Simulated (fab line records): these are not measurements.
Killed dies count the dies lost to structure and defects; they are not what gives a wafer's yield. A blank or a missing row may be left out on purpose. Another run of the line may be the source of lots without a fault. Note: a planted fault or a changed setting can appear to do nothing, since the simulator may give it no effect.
fab line records    flow n5_finfet    part 1 of 2: steps 1 to 26 of 33
record: lots: 5  wafers: 15  last_day: 18
route steps=1938 shown MOL_CONTACT_COAG@544
lots that met no fault: taken from a fault-free run of the same line
start_h: start of the lot's first displayed wafer, in hours after the record's first day    wait_h: time in hours since the lot's previous step    " repeats the value in the row above    L1.1+2: several wafers, shown together as one row    - no value, or no start was given    * or withheld: withheld    < > ~ a bound
route shown NAME@n: a module of which the file shows steps, and the number in the route of the first    usual: mean/standard deviation taken from wafers without a fault    same: alike in all rows    chamber/n: place in a boat    sites: readings site by site    _std_site: standard deviation across them    _edge_site: outer sites' mean less inner sites'    radius_mm: how far each site lies from the wafer's centre    mask NAME#n: copy n    behind: the last tool/chamber to shape the wafer    hold: why the lot was held/for how many hours/how that ended    device: which transistor (n, p or np) failed to switch    end of line: the route-end tests of the same wafers    where a step has no rows: the recipe by itself    killed: not the wafer's yield, but the dies lost to structure and defects at the first sort    map: the dies of a wafer, with x for killed, . for not killed, _ for no die there
set.NAME: the setting that was run; set.NAME@STEP: the one run at that earlier step    model.NAME: the simulator's own value behind a step, which no gauge read
lots seen at some steps along the route; tables by step, rows by wafer
services: when a tool's chamber went out of use (start_h, in hours from the record's first day, below 0 if earlier), for how many hours, and the reason
== steps ==
step: N5_MOL_CONTACT_COAG_ALD_20
recipe: material: TiN  target_thk_a: 15  temp_c: 400  ald_precursor_family: TiCl4  ald_co_reactant: NH3  pulse_time_s: 1  purge_time_s: 3  co_reactant_purge_time_s: 2  co_reactant_pulse_time_s: 2  ald_cycles: 68  pressure_torr: 3
usual: chamber_pressure_Torr: 3.000/0.007  heater_power_w: 925/67  precursor_pulse_height_rel: 1.001/0.022
same: pulse_time_s: 1  purge_time_s: 3
lot.wafer  tool          chamber  start_h  wait_h  chamber_pressure_Torr  heater_power_w  precursor_pulse_height_rel
L086.3     ald_metal-01  2        173.05   0.1     3.002                  896             1.006
L086.4     "             0        "        "       3.009                  918             0.989
L086.5     "             2        "        "       3.005                  916             1.012
L089.2     ald_metal-01  0        182.46   0.1     3.002                  937             0.950
L089.3     "             2        "        "       2.984                  910             1.041
L089.4     "             3        "        "       2.999                  866             0.975
L090.3     ald_metal-04  1        185.48   0.1     3.001                  961             0.996
L090.4     "             2        "        "       3.006                  959             0.981
L090.6     "             2        "        "       3.004                  952             0.992
L094.2     ald_metal-01  0        212.50   0.1     2.996                  919             1.019
L094.3     "             3        "        "       2.998                  831             0.987
L094.6     "             2        "        "       2.988                  907             1.012
L096.1     ald_metal-03  1        224.43   0.1     2.993                  1007            1.042
L096.3     "             0        "        "       3.002                  802             0.993
L096.4     "             2        "        "       3.006                  863             1.012
step: N5_MOL_CONTACT_COAG_SIL_ANNEAL_21
recipe: temp_c: 550  time_s: 60  ambient: N2
usual: lamp_power_pct: 7.0/0.65  lamp_zone_1_pct: 7.0/0.65  lamp_zone_5_pct: 7.0/0.65  wafer_temp_C_max: 551.8/0.39
lot.wafer  tool           chamber  start_h  wait_h  lamp_power_pct  lamp_zone_1_pct  lamp_zone_5_pct  wafer_temp_C_max
L086.3     rtp_anneal-01  0        173.56   0.3     6.4             6.4              6.5              552.1
L086.4     "              0        "        "       6.4             6.4              6.5              551.7
L086.5     "              0        "        "       6.4             6.4              6.4              552.3
L089.2     rtp_anneal-02  0        182.99   0.4     7.7             7.8              7.8              551.3
L089.3     "              0        "        "       7.8             7.8              7.8              551.6
L089.4     "              0        "        "       7.8             7.8              7.8              551.5
L090.3     rtp_anneal-02  0        186.02   0.4     7.7             7.8              7.8              552.1
L090.4     "              0        "        "       7.8             7.8              7.8              551.8
L090.6     "              0        "        "       7.7             7.8              7.8              552.0
L094.2     rtp_anneal-01  0        212.91   0.2     6.4             6.4              6.5              551.7
L094.3     "              0        "        "       6.4             6.4              6.5              551.6
L094.6     "              0        "        "       6.4             6.4              6.5              551.6
L096.1     rtp_anneal-01  0        224.80   0.2     6.4             6.4              6.5              551.6
L096.3     "              0        "        "       6.4             6.4              6.5              551.6
L096.4     "              0        "        "       6.4             6.4              6.5              551.9
step: N5_MOL_CONTACT_COAG_PRE_CLEAN_141
recipe: gas: H2/He  time_s: 60  temp_c: 300
usual: heater_power_w: 472/44
lot.wafer  tool            chamber  start_h  wait_h  heater_power_w
L086.3     pvd_sputter-03  -        174.39   0.8     427
L086.4     "               -        "        "       554
L086.5     "               -        "        "       433
L089.2     pvd_sputter-02  -        183.39   0.4     442
L089.3     "               -        "        "       440
L089.4     "               -        "        "       506
L090.3     pvd_sputter-02  -        186.25   0.2     432
L090.4     "               -        "        "       437
L090.6     "               -        "        "       440
L094.2     pvd_sputter-01  -        213.35   0.4     445
L094.3     "               -        "        "       432
L094.6     "               -        "        "       433
L096.1     pvd_sputter-03  -        225.92   1.1     533
L096.3     "               -        "        "       573
L096.4     "               -        "        "       494
step: N5_MOL_CONTACT_COAG_SPUTTER_143
recipe: material: Co  target_thk_a: 25  temp_c: 25  chamber_pressure_pa: 0.2
usual: throttle_valve_pct: 30.2/1.3
lot.wafer  tool            chamber  start_h  wait_h  throttle_valve_pct
L086.3     pvd_sputter-03  -        174.45   0.0     29.0
L086.4     "               -        "        "       27.6
L086.5     "               -        "        "       28.9
L089.2     pvd_sputter-02  -        183.45   0.0     30.6
L089.3     "               -        "        "       31.8
L089.4     "               -        "        "       29.7
L090.3     pvd_sputter-02  -        186.31   0.0     31.7
L090.4     "               -        "        "       30.0
L090.6     "               -        "        "       30.4
L094.2     pvd_sputter-01  -        213.41   0.0     31.0
L094.3     "               -        "        "       31.1
L094.6     "               -        "        "       31.1
L096.1     pvd_sputter-03  -        225.98   0.0     29.4
L096.3     "               -        "        "       27.7
L096.4     "               -        "        "       30.2
step: N5_MOL_CONTACT_COAG_CO_FILL_22
recipe: material: Co  target_thk_a: 200  temp_c: 200  precursor: CCTBA/H2  pressure_torr: 30
usual: chamber_pressure_Torr: 29.99/0.063  heater_power_w: 230/6
lot.wafer  tool       chamber  start_h  wait_h  chamber_pressure_Torr  heater_power_w
L086.3     cvd_co-02  0        174.57   0.1     29.88                  232
L086.4     "          0        "        "       30.01                  232
L086.5     "          2        "        "       30.07                  221
L089.2     cvd_co-02  0        183.57   0.1     30.06                  233
L089.3     "          2        "        "       29.94                  225
L089.4     "          1        "        "       29.96                  226
L090.3     cvd_co-02  2        186.44   0.1     30.00                  225
L090.4     "          0        "        "       29.97                  235
L090.6     "          1        "        "       30.00                  224
L094.2     cvd_co-01  0        213.53   0.1     29.99                  245
L094.3     "          1        "        "       30.03                  232
L094.6     "          1        "        "       30.04                  228
L096.1     cvd_co-01  1        226.10   0.1     30.01                  231
L096.3     "          0        "        "       29.98                  240
L096.4     "          2        "        "       29.94                  228
step: N5_MOL_CONTACT_COAG_ANNEAL_113
recipe: temp_c: 400  time_s: 300  ambient: H2/N2
usual: lamp_power_pct: 2.89/0.23  lamp_zone_1_pct: 2.89/0.23  lamp_zone_5_pct: 2.89/0.23  wafer_temp_C_max: 401.4/0.32
lot.wafer  tool           chamber  start_h  wait_h  lamp_power_pct  lamp_zone_1_pct  lamp_zone_5_pct  wafer_temp_C_max
L086.3     rtp_anneal-01  0        175.69   0.8     2.77            2.77             2.77             401.2
L086.4     "              0        "        "       2.77            2.77             2.76             401.3
L086.5     "              0        "        "       2.77            2.77             2.77             401.8
L089.2     rtp_anneal-02  0        184.55   0.7     3.33            3.33             3.33             401.4
L089.3     "              0        "        "       3.33            3.33             3.33             401.5
L089.4     "              0        "        "       3.33            3.33             3.33             401.5
L090.3     rtp_anneal-01  0        187.35   0.6     2.77            2.77             2.77             401.3
L090.4     "              0        "        "       2.77            2.77             2.77             401.3
L090.6     "              0        "        "       2.77            2.77             2.77             401.4
L094.2     rtp_anneal-01  0        214.40   0.6     2.77            2.76             2.77             401.2
L094.3     "              0        "        "       2.77            2.77             2.76             401.3
L094.6     "              0        "        "       2.77            2.77             2.77             402.1
L096.1     rtp_anneal-01  0        226.71   0.3     2.77            2.77             2.76             400.9
L096.3     "              0        "        "       2.77            2.77             2.77             401.4
L096.4     "              0        "        "       2.77            2.77             2.77             400.7
step: N5_MOL_CONTACT_COAG_PRE_CLEAN_142
recipe: gas: H2/He  time_s: 60  temp_c: 300
usual: heater_power_w: 467/40
lot.wafer  tool            chamber  start_h  wait_h  heater_power_w
L086.3     pvd_sputter-03  -        176.69   0.8     529
L086.4     "               -        "        "       431
L086.5     "               -        "        "       426
L089.2     pvd_sputter-01  -        185.36   0.7     438
L089.3     "               -        "        "       413
L089.4     "               -        "        "       454
L090.3     pvd_sputter-01  -        190.31   2.8     454
L090.4     "               -        "        "       424
L090.6     "               -        "        "       436
L094.2     pvd_sputter-03  -        216.03   1.5     564
L094.3     "               -        "        "       525
L094.6     "               -        "        "       565
L096.1     pvd_sputter-01  -        227.91   1.0     459
L096.3     "               -        "        "       427
L096.4     "               -        "        "       450
step: N5_MOL_CONTACT_COAG_SPUTTER_130
recipe: material: Co  target_thk_a: 475  temp_c: 25  chamber_pressure_pa: 0.5  power_w: 3000
usual: throttle_valve_pct: 30.4/1.4
lot.wafer  tool            chamber  start_h  wait_h  throttle_valve_pct
L086.3     pvd_sputter-03  -        176.75   0.0     29.4
L086.4     "               -        "        "       28.8
L086.5     "               -        "        "       28.8
L089.2     pvd_sputter-01  -        185.42   0.0     32.5
L089.3     "               -        "        "       31.1
L089.4     "               -        "        "       31.1
L090.3     pvd_sputter-01  -        190.37   0.0     31.0
L090.4     "               -        "        "       31.1
L090.6     "               -        "        "       31.2
L094.2     pvd_sputter-03  -        216.09   0.0     27.6
L094.3     "               -        "        "       29.5
L094.6     "               -        "        "       27.5
L096.1     pvd_sputter-01  -        227.97   0.0     31.2
L096.3     "               -        "        "       30.9
L096.4     "               -        "        "       31.2
step: N5_MOL_CONTACT_COAG_PRECLEAN_125
recipe: chemistry: DIW  time_s: 57.5  temp_c: 23
usual: bath_heat_duty_pct: 3.6/0.61  temp_c: 22.99/0.11
lot.wafer  tool          chamber  start_h  wait_h  bath_heat_duty_pct  temp_c
L086.3     wet_bench-06  6        176.88   0.1     4.5                 22.93
L086.4     "             1        "        "       4.3                 23.02
L086.5     "             5        "        "       4.5                 22.97
L089.2     wet_bench-04  3        185.55   0.1     3.1                 23.03
L089.3     "             1        "        "       4.0                 23.08
L089.4     "             2        "        "       3.3                 23.11
L090.3     wet_bench-06  4        190.50   0.1     3.5                 22.90
L090.4     "             0        "        "       4.3                 22.95
L090.6     "             5        "        "       4.4                 22.85
L094.2     wet_bench-04  0        216.22   0.1     3.3                 23.10
L094.3     "             3        "        "       3.8                 23.02
L094.6     "             6        "        "       3.8                 22.94
L096.1     wet_bench-04  3        228.10   0.1     2.9                 22.83
L096.3     "             1        "        "       4.5                 23.10
L096.4     "             4        "        "       3.7                 22.92
step: N5_MOL_CONTACT_COAG_SRD_126
recipe: dry_time_s: 32  dry: n2_spin  spin_rpm: 1500
lot.wafer   tool          chamber  start_h  wait_h
L086.3+4+5  wet_bench-06  6,1,5    176.89   0.0
L089.2+3+4  wet_bench-04  3,1,2    185.57   0.0
L090.3+4+6  wet_bench-06  4,0,5    190.52   0.0
L094.2+3+6  wet_bench-04  0,3,6    216.24   0.0
L096.1+3+4  wet_bench-04  3,1,4    228.12   0.0
step: N5_MOL_CONTACT_COAG_CMP_23
recipe: stop_on: SiO2  t_overpolish_s: 1.5  post_cmp_clean: cu_alkaline  down_force_psi: 2  platen_rpm: 50.289  pad_velocity_m_s: 1.0006  target_thk_nm: 0
usual: motor_current_A: 7.7/1.1  overpolish_run_s: 1.500/0.0093  time_to_endpoint_s: 9.9/2.3
lot.wafer  tool    chamber  start_h  wait_h  motor_current_A  overpolish_run_s  time_to_endpoint_s
L086.3     cmp-04  3        176.93   0.0     6.5              1.490             9.8
L086.4     "       0        "        "       6.3              1.495             9.9
L086.5     "       3        "        "       6.3              1.518             9.5
L089.3     cmp-01  1        185.60   0.0     7.8              1.515             8.0
L089.4     "       3        "        "       8.2              1.505             12.6
L089.2     "       0        "        "       8.4              1.507             12.6
L090.4     cmp-01  1        190.59   0.1     7.6              1.495             9.6
L090.3     "       3        "        "       8.6              1.500             13.7
L090.6     "       1        "        "       8.1              1.501             7.9
L094.2     cmp-03  0        216.31   0.1     7.1              1.482             8.5
L094.3     "       1        "        "       6.2              1.496             6.9
L094.6     "       0        "        "       7.1              1.506             6.3
L096.4     cmp-03  1        228.15   0.0     6.0              1.502             11.7
L096.3     "       2        "        "       7.3              1.488             7.3
L096.1     "       3        "        "       9.7              1.507             11.6
step: N5_MOL_CONTACT_COAG_WET_ETCH_26
recipe: target: Co  target_depth_nm: 13
lot.wafer   tool          chamber  start_h  wait_h
L086.3+4+5  wet_bench-04  0,4,7    177.28   0.0
L089.2+3+4  wet_bench-01  6,2,4    185.95   0.0
L090.3+4+6  wet_bench-01  5,6,7    190.90   0.0
L094.2+3+6  wet_bench-04  5,7,6    216.63   0.0
L096.1+3+4  wet_bench-04  2,4,3    228.50   0.0
step: N5_MOL_CONTACT_COAG_WET_ETCH_116
recipe: chemistry: SC1-inhibited  target_depth_nm: 4.6  dry: ipa_marangoni  rinse_time_s: 30  rinse_temp_c: 23
usual: rinse_temp_c: 22.99/0.1
lot.wafer  tool          chamber  start_h  wait_h  rinse_temp_c
L086.3     wet_bench-04  0        177.43   0.0     22.94
L086.4     "             4        "        "       22.84
L086.5     "             7        "        "       22.87
L089.2     wet_bench-01  6        186.10   0.0     22.78
L089.3     "             2        "        "       23.09
L089.4     "             4        "        "       23.01
L090.3     wet_bench-01  5        191.05   0.0     23.04
L090.4     "             6        "        "       23.08
L090.6     "             7        "        "       22.94
L094.2     wet_bench-04  5        216.78   0.0     23.00
L094.3     "             7        "        "       22.85
L094.6     "             6        "        "       22.88
L096.1     wet_bench-04  2        228.65   0.0     23.01
L096.3     "             4        "        "       23.09
L096.4     "             3        "        "       23.00
step: N5_MOL_CONTACT_COAG_ALD_27
recipe: material: SiOC  target_thk_a: 170  temp_c: 400  ald_precursor_family: carbosiloxane  ald_co_reactant: H2-plasma  pulse_time_s: 1.5  time_s: 2720  purge_time_s: 2  co_reactant_purge_time_s: 2  ald_cycles: 340  pressure_torr: 2
usual: chamber_pressure_Torr: 1.999/0.004  heater_power_w: 868/78  precursor_pulse_height_rel: 1.003/0.016
same: pulse_time_s: 1.5  purge_time_s: 2
lot.wafer  tool        chamber  start_h  wait_h  chamber_pressure_Torr  heater_power_w  precursor_pulse_height_rel
L086.3     ald_sin-02  1        177.75   0.0     1.994                  900             0.982
L086.4     "           0        "        "       2.002                  862             0.978
L086.5     "           2        "        "       1.998                  899             1.010
L089.2     ald_sin-02  3        186.42   0.0     1.999                  895             0.971
L089.3     "           0        "        "       2.000                  839             1.041
L089.4     "           1        "        "       1.994                  914             0.997
L090.3     ald_sin-03  1        191.37   0.0     1.999                  891             1.003
L090.4     "           0        "        "       2.001                  786             1.037
L090.6     "           0        "        "       2.001                  788             1.019
L094.2     ald_sin-02  2        217.10   0.0     2.003                  896             1.021
L094.3     "           1        "        "       2.006                  903             1.004
L094.6     "           1        "        "       2.003                  905             1.020
L096.1     ald_sin-03  3        228.99   0.1     2.000                  766             1.028
L096.3     "           0        "        "       2.005                  775             0.962
L096.4     "           2        "        "       2.006                  854             1.004
step: N5_MOL_CONTACT_COAG_CMP_28
recipe: stop_on: SiNx  t_overpolish_s: 0.85  post_cmp_clean: alkaline_brush  down_force_psi: 4.15  platen_rpm: 51.8  pad_velocity_m_s: 1.0307  target_thk_nm: 14.522
usual: motor_current_A: 11.8/1.6  time_to_endpoint_s: 4.7/2.1
lot.wafer  tool    chamber  start_h  wait_h  motor_current_A  time_to_endpoint_s
L086.3     cmp-03  1        179.35   0.8     9.2              6.9
L086.4     "       3        "        "       14.0             8.0
L086.5     "       1        "        "       9.6              5.9
L089.4     cmp-04  2        187.99   0.8     12.8             4.7
L089.3     "       0        "        "       9.6              5.2
L089.2     "       1        "        "       12.7             3.2
L090.3     cmp-03  3        192.94   0.8     14.8             4.1
L090.4     "       1        "        "       9.4              4.2
L090.6     "       0        "        "       11.0             4.9
L094.2     cmp-03  1        218.67   0.8     9.6              5.5
L094.3     "       0        "        "       11.6             3.9
L094.6     "       2        "        "       11.4             2.1
L096.1     cmp-03  3        230.56   0.8     14.5             8.1
L096.4     "       0        "        "       10.7             4.1
L096.3     "       1        "        "       9.8              3.4
step: N5_MOL_CONTACT_COAG_THK_MEAS_29
recipe: reads: SiNx_of_GATE_CUT_PECVD_57+SiNx_of_GATE_CUT_SAC_CAP_01
usual: MD_CAP_THK: 17.92/0.091
lot.wafer  tool           chamber  start_h  wait_h  MD_CAP_THK[nm]
L086.3     film_metro-02  -        179.61   -       17.96
L086.4     "              -        "        "       17.95
L086.5     "              -        "        "       17.89
L089.2     film_metro-02  -        188.29   -       18.15
L089.3     "              -        "        "       18.17
L089.4     "              -        "        "       17.97
L090.3     film_metro-02  -        193.23   -       18.02
L090.4     "              -        "        "       18.05
L090.6     "              -        "        "       17.95
L094.2     film_metro-01  -        218.96   -       17.79
L094.3     "              -        "        "       17.90
L094.6     "              -        "        "       18.05
L096.1     film_metro-01  -        230.86   -       17.85
L096.3     "              -        "        "       17.88
L096.4     "              -        "        "       17.75
step: N5_MOL_CONTACT_COAG_ALD_123
recipe: material: SiNx  target_thk_a: 50  temp_c: 400  ald_precursor_family: SiH2I2  ald_co_reactant: N2/H2-plasma  pulse_time_s: 1  purge_time_s: 2  co_reactant_purge_time_s: 2  ald_cycles: 100  pressure_torr: 2
usual: chamber_pressure_Torr: 2.001/0.0045  heater_power_w: 858/76  precursor_pulse_height_rel: 1.002/0.021
same: pulse_time_s: 1  purge_time_s: 2
lot.wafer  tool        chamber  start_h  wait_h  chamber_pressure_Torr  heater_power_w  precursor_pulse_height_rel
L086.3     ald_sin-04  1        180.28   0.7     2.002                  955             0.996
L086.4     "           0        "        "       2.009                  979             0.938
L086.5     "           3        "        "       1.995                  740             0.979
L089.2     ald_sin-02  2        188.58   0.3     2.010                  910             1.003
L089.3     "           1        "        "       2.003                  903             0.973
L089.4     "           0        "        "       2.001                  861             1.005
L090.3     ald_sin-04  1        193.27   0.0     2.003                  964             0.975
L090.4     "           0        "        "       1.999                  1020            0.987
L090.6     "           2        "        "       2.006                  946             0.999
L094.2     ald_sin-03  1        219.25   0.3     2.001                  922             0.970
L094.3     "           0        "        "       2.007                  797             1.019
L094.6     "           0        "        "       2.001                  775             0.992
L096.1     ald_sin-03  1        231.78   0.9     2.004                  901             1.018
L096.3     "           3        "        "       2.002                  768             1.027
L096.4     "           0        "        "       2.002                  772             0.979
step: N5_MOL_CONTACT_COAG_PECVD_31
recipe: material: SiO2  target_thk_a: 460  temp_c: 400  precursor: TEOS/O2  pressure_torr: 6.5  rf_w: withheld  teos_flow_sccm: withheld  gas: O2  flow_sccm: 2650  time_s: 8.9
usual: chamber_pressure_Torr: 6.499/0.015
lot.wafer  tool      chamber  start_h  wait_h  chamber_pressure_Torr
L086.3     pecvd-04  2        180.79   0.3     6.496
L086.4     "         0        "        "       6.522
L086.5     "         2        "        "       6.512
L089.2     pecvd-03  0        189.08   0.3     6.503
L089.3     "         1        "        "       6.471
L089.4     "         2        "        "       6.501
L090.3     pecvd-04  0        193.77   0.3     6.503
L090.4     "         2        "        "       6.501
L090.6     "         1        "        "       6.497
L094.2     pecvd-03  1        219.75   0.3     6.512
L094.3     "         0        "        "       6.526
L094.6     "         2        "        "       6.500
L096.1     pecvd-04  2        232.30   0.3     6.490
L096.3     "         2        "        "       6.473
L096.4     "         1        "        "       6.490
step: N5_MOL_CONTACT_COAG_COAT_75
recipe: resist: SOC  temp_c: 250  time_s: 60  spin_rpm: 1500  resist_thk_nm: 60
lot.wafer   tool            chamber  start_h  wait_h
L086.3+4+5  litho_track-02  0        180.84   0.0
L089.2+3+4  litho_track-05  0        189.14   0.0
L090.3+4+6  litho_track-02  0        193.83   0.0
L094.2+3+6  litho_track-05  0        219.81   0.0
L096.1+3+4  litho_track-05  0        232.37   0.1
step: N5_MOL_CONTACT_COAG_COAT_76
recipe: resist: SiARC  temp_c: 220  time_s: 60  spin_rpm: 1500  resist_thk_nm: 10
lot.wafer   tool            chamber  start_h  wait_h
L086.3+4+5  litho_track-02  0        -        -
L089.2+3+4  litho_track-05  0        -        -
L090.3+4+6  litho_track-02  0        -        -
L094.2+3+6  litho_track-05  0        -        -
L096.1+3+4  litho_track-05  0        -        -
step: N5_MOL_CONTACT_COAG_COAT_77
recipe: resist: underlayer  temp_c: 205  time_s: 60  spin_rpm: 1500  resist_thk_nm: 10
lot.wafer   tool            chamber  start_h  wait_h
L086.3+4+5  litho_track-02  0        -        -
L089.2+3+4  litho_track-05  0        -        -
L090.3+4+6  litho_track-02  0        -        -
L094.2+3+6  litho_track-05  0        -        -
L096.1+3+4  litho_track-05  0        -        -
step: N5_MOL_CONTACT_COAG_COAT_78
recipe: resist: CAR-EUV  spin_rpm: 1500  resist_thk_nm: 40
lot.wafer   tool            chamber  start_h  wait_h
L086.3+4+5  litho_track-02  0        -        -
L089.2+3+4  litho_track-05  0        -        -
L090.3+4+6  litho_track-02  0        -        -
L094.2+3+6  litho_track-05  0        -        -
L096.1+3+4  litho_track-05  0        -        -
step: N5_MOL_CONTACT_COAG_EBR_80
recipe: solvent: PGMEA  ebr_width_mm: 1.5
lot.wafer   tool            chamber  start_h  wait_h
L086.3+4+5  litho_track-02  0        -        -
L089.2+3+4  litho_track-05  0        -        -
L090.3+4+6  litho_track-02  0        -        -
L094.2+3+6  litho_track-05  0        -        -
L096.1+3+4  litho_track-05  0        -        -
step: N5_MOL_CONTACT_COAG_SOFTBAKE_79
recipe: temp_c: 110  time_s: 60  resist: CAR-EUV
lot.wafer   tool            chamber  start_h  wait_h
L086.3+4+5  litho_track-02  0        -        -
L089.2+3+4  litho_track-05  0        -        -
L090.3+4+6  litho_track-02  0        -        -
L094.2+3+6  litho_track-05  0        -        -
L096.1+3+4  litho_track-05  0        -        -
step: N5_MOL_CONTACT_COAG_EXPOSE_81
recipe: mask_id: VG  na: 0.33  source_shape: annular  sigma_inner: 0.3  sigma_outer: 0.7  polarization: unpolarized  defocus_nm: 0  dose_mj: 59.5
lot.wafer   tool            chamber  start_h  wait_h  mask
L086.3+4+5  euv_scanner-01  0        181.12   -       VG#0
L089.2+3+4  euv_scanner-02  0        189.41   -       VG#0
L090.3+4+6  euv_scanner-01  0        194.11   -       VG#0
L094.2+3+6  euv_scanner-01  0        220.08   -       VG#0
L096.1+3+4  euv_scanner-02  0        232.63   -       VG#0
step: N5_MOL_CONTACT_COAG_PEB_82
recipe: peb_temp_c: 100  peb_time_s: 60  resist: CAR-EUV
lot.wafer   tool            chamber  start_h  wait_h
L086.3+4+5  litho_track-02  0        181.18   0.1
L089.2+3+4  litho_track-05  0        189.48   0.1
L090.3+4+6  litho_track-05  0        194.17   0.1
L094.2+3+6  litho_track-05  0        220.15   0.1
L096.1+3+4  litho_track-05  0        232.71   0.1
